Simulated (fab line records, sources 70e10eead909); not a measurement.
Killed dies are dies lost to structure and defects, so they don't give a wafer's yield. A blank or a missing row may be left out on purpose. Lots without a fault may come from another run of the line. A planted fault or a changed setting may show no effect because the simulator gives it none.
Tool commonality check | flow nand_harc | 1 lot, 3 wafers sampled

WHY IT WAS OPENED
At NHARC_END_SORT_01 the reading killed_at_periphery is flagged on 1 of 1 lot. Wafers without a fault read 2.9, standard deviation 1.9.
Rule: a lot is flagged when every wafer of it that has a number lies more than 4 standard deviations from that mean, or none has a number. The other lots count as sound.

lot  | measured     | on        | killed_at_periphery, wafer by wafer | flag
L684 | day 19 06:07 | prober-01 | 655 669 658                         | FLAGGED
The numbers of the flagged lots are 660.7 on average: +657.8 against the usual, or +99 or more standard deviations.

WHICH TOOL RAN EACH LOT
The record holds 2 process steps before the reading, out of a route of 1159 steps. In each cell: the tool, then ch and the chambers that the sampled wafers went through, then the start.
lot  | flag    | NHARC_P_ZERO_WELL_EXPOSE_21      | NHARC_P_ZERO_WELL_RTA_42
L684 | FLAGGED | krf_scanner-02 ch 0, day 2 08:28 | rtp_anneal-02 ch 0, day 2 13:08
What these steps do:
- NHARC_P_ZERO_WELL_EXPOSE_21: exposes mask P NWELL, target cd 720 nm.
- NHARC_P_ZERO_WELL_RTA_42: time 300 s.
- NHARC_END_SORT_01

FLAGGED OVER TOTAL, TOOL BY TOOL (the gauges that took the reading come last)
step                        | tool           | lots run | flagged | share of the flagged lots | sound lots run after its first flagged lot
NHARC_P_ZERO_WELL_EXPOSE_21 | krf_scanner-02 | 1        | 1       | all                       | 0
NHARC_P_ZERO_WELL_RTA_42    | rtp_anneal-02  | 1        | 1       | all                       | 0
NHARC_END_SORT_01           | prober-01      | 1        | 1       | all                       | 0

WHAT THE TABLE ALLOWS
3 rows of the table ran every flagged lot: krf_scanner-02 at NHARC_P_ZERO_WELL_EXPOSE_21, rtp_anneal-02 at NHARC_P_ZERO_WELL_RTA_42, prober-01 at NHARC_END_SORT_01.
- krf_scanner-02 at NHARC_P_ZERO_WELL_EXPOSE_21: 1 of its 1 lot flagged. It ran no sound lot before its first flagged lot in this sample, so the start can't be narrowed down.
- rtp_anneal-02 at NHARC_P_ZERO_WELL_RTA_42: 1 of its 1 lot flagged. It ran no sound lot before its first flagged lot in this sample, so the start can't be narrowed down.
- prober-01 at NHARC_END_SORT_01: 1 of its 1 lot flagged. It ran no sound lot before its first flagged lot in this sample, so the start can't be narrowed down.
Counting lots can't tell these 3 tools apart, because each fits a fault that began at some hour. More lots, or a look at what each step does to the wafer, might.

WHAT THE SIMULATOR HAD PUT IN
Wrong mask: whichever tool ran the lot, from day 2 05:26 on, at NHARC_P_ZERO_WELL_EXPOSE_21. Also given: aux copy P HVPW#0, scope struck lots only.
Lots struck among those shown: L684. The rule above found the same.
